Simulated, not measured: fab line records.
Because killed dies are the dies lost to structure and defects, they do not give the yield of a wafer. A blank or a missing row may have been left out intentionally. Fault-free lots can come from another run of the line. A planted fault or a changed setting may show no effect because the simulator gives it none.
The tool behind it: which one? -- flow n5-finfet -- Sampling: 10 lots, 30 wafers, 5 of 1938 route steps

== WHAT THE GAUGES READ, wafer by wafer ==
N5_MOL_CONTACT_COAG_CD_MEAS_101 targets a cd of 16 nm.
lot,measured,on,cd-nm (nm)
L075,day 5 14:35,cd-sem-01,16.4 15.7 16.6
L078,day 6 08:52,cd-sem-02,16.1 16.1 15.8
L080,day 6 16:28,cd-sem-01,16.3 16.2 15.4
L082,day 7 06:14,cd-sem-03,15.9 16.6 16.7
L084,day 7 19:16,cd-sem-01,16.2 16.2 16.0
L086,day 8 06:41,cd-sem-03,15.8 15.8 16.0
L088,day 8 23:44,cd-sem-02,15.9 16.2 16.0
L090,day 9 11:08,cd-sem-03,16.2 15.8 16.4
L094,day 10 10:09,cd-sem-02,16.2 16.0 16.1
L096,day 10 15:44,cd-sem-03,16.2 16.7 16.2

== WHAT TOOL EACH LOT RAN ON (gives the tool, then ch and the chambers of the sampled wafers, and finally the start) ==
lot,N5_MOL_CONTACT_COAG_ETCH_90,N5_MOL_CONTACT_COAG_ETCH_91,N5_MOL_CONTACT_COAG_VIA_ETCH_46,N5_MOL_CONTACT_COAG_ETCH_66
L075,"rie-diel-03 ch 1,2, day 5 12:09","rie-diel-03 ch 0,2,3, day 5 12:27","rie-diel-03 ch 0,2,3, day 5 12:34","rie-diel-06 ch 1,3, day 5 13:28"
L078,"rie-diel-03 ch 0,1,3, day 6 06:13","rie-diel-04 ch 0,1, day 6 06:31","rie-diel-04 ch 0,1, day 6 06:38","rie-diel-03 ch 0,2,3, day 6 08:04"
L080,"rie-diel-03 ch 0,1,3, day 6 14:26","rie-diel-04 ch 1,2,3, day 6 14:44","rie-diel-04 ch 1,2,3, day 6 14:52","rie-diel-04 ch 0,2,3, day 6 15:42"
L082,"rie-diel-06 ch 1,2, day 7 04:13","rie-diel-04 ch 0,3, day 7 04:30","rie-diel-04 ch 0,3, day 7 04:37","rie-diel-04 ch 0,3, day 7 05:28"
L084,"rie-diel-04 ch 2,3, day 7 16:56","rie-diel-04 ch 0,1,2, day 7 17:32","rie-diel-04 ch 0,1,2, day 7 17:40","rie-diel-04 ch 0,1,2, day 7 18:30"
L086,"rie-diel-06 ch 0,1, day 8 04:12","rie-diel-03 ch 0,1,3, day 8 04:30","rie-diel-03 ch 0,1,3, day 8 04:38","rie-diel-03 ch 0,1,2, day 8 05:35"
L088,"rie-diel-04 ch 0,1, day 8 21:31","rie-diel-03 ch 0,1,3, day 8 21:49","rie-diel-03 ch 0,1,3, day 8 21:56","rie-diel-06 ch 1,2, day 8 22:53"
L090,"rie-diel-04 ch 0,1,3, day 9 08:26","rie-diel-03 ch 1,2,3, day 9 08:47","rie-diel-03 ch 1,2,3, day 9 08:55","rie-diel-03 ch 1,2, day 9 10:02"
L094,"rie-diel-04 ch 0,3, day 10 07:44","rie-diel-03 ch 1,2,3, day 10 08:15","rie-diel-03 ch 1,2,3, day 10 08:23","rie-diel-03 ch 2,3, day 10 09:23"
L096,"rie-diel-04 ch 1,2, day 10 13:05","rie-diel-04 ch 0,1,3, day 10 13:23","rie-diel-04 ch 0,1,3, day 10 13:31","rie-diel-04 ch 1,3, day 10 14:50"
- N5_MOL_CONTACT_COAG_ETCH_90: etches SiARC in CF4, target depth 13 nm, time 21.7 s.
- N5_MOL_CONTACT_COAG_ETCH_91: etches SOC in N2/H2, target depth 60 nm, overetch 21 nm, time 101.2 s.
- N5_MOL_CONTACT_COAG_VIA_ETCH_46: etches SiO2 in C4F6/O2, target depth 46 nm, overetch 9.2 nm, time 40 s.
- N5_MOL_CONTACT_COAG_ETCH_66: etches SiARC in CF4, target depth 13 nm, time 21.7 s.

== THE ANSWER, worked out from the rows above alone ==
Rule: the lots themselves supply what counts as usual. The widest of any qualifying gaps counts: lots, ordered by their means at a reading, are off when they make up no more than a third of the lots, leave a main group of 4 or more, and stand apart from it by 3 or more times the standard deviation of that group's means. A main group is skipped when, at the precision printed for the reading in the tables above, its means are all equal. Also off: a lot with no number at a reading for which 4 or more lots have one. Any other lot the step has rows for is counted as sound.
No lot is off at any reading shown: from this, nothing can be told.

== WHAT THE SIMULATOR PUT IN ==
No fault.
